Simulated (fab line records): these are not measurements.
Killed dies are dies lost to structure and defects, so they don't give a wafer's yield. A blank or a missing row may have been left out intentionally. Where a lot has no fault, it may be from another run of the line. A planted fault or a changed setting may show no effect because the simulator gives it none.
Matching of chambers -- flow n5 finfet -- N5_MOL_CONTACT_COAG_ALD_131 on ald sin-03: 4 sister chambers
The step deposits SiO2, target thk 5 nm, pulse time 1 s, co reactant pulse time 1 s. 8 wafers are shown with their chamber, then 7 later ones without.

## WAFERS PAIRED WITH THEIR CHAMBERS
wafer,chamber,heater power w (W),precursor pulse height rel
L080.1,1,80,0.987
L082.3,3,84,0.979
L082.6,1,78,1.012
L084.1,0,91,1.015
L084.4,2,77,1.011
L084.6,2,80,1.018
L090.3,3,90,1.006
L090.4,0,89,1.023

## WAFERS WHOSE CHAMBER IS MISSING
wafer,heater power w (W),precursor pulse height rel
L090.5,90,1.014
L091.1,90,0.997
L091.2,89,0.992
L091.6,75,1.017
L095.2,89,1.039
L095.5,87,1.009
L095.6,89,0.989

## WHICH CHAMBER EACH WENT THROUGH
wafer,from the rows above,in truth
L090.5,can't be placed: 0 or 3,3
L091.1,can't be placed: 3 or 0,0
L091.2,can't be placed: 3 or 0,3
L091.6,can't be placed: 2 or 1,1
L095.2,can't be placed: 0 or 3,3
L095.5,can't be placed: 3 or 0 or 1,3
L095.6,can't be placed: 3 or 0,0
0 of 7 placed correctly. Can't be placed from these rows: 7 (the true chamber is among the candidates in 7). 0 placed wrongly.
How it was worked out, from the rows above alone: a wafer's distance from a chamber is the root of the sum, over the readings, of the square of ((its reading less the chamber's mean) divided by the reading's scatter). If the next closest chamber is less than 2 further off than the closest, the wafer can't be placed; otherwise it belongs to the closest. Each chamber's mean is taken over the wafers shown for it. The scatter: the root of (the sum of the squares of (reading less its chamber's mean) over the shown wafers, divided by (wafers less chambers)).
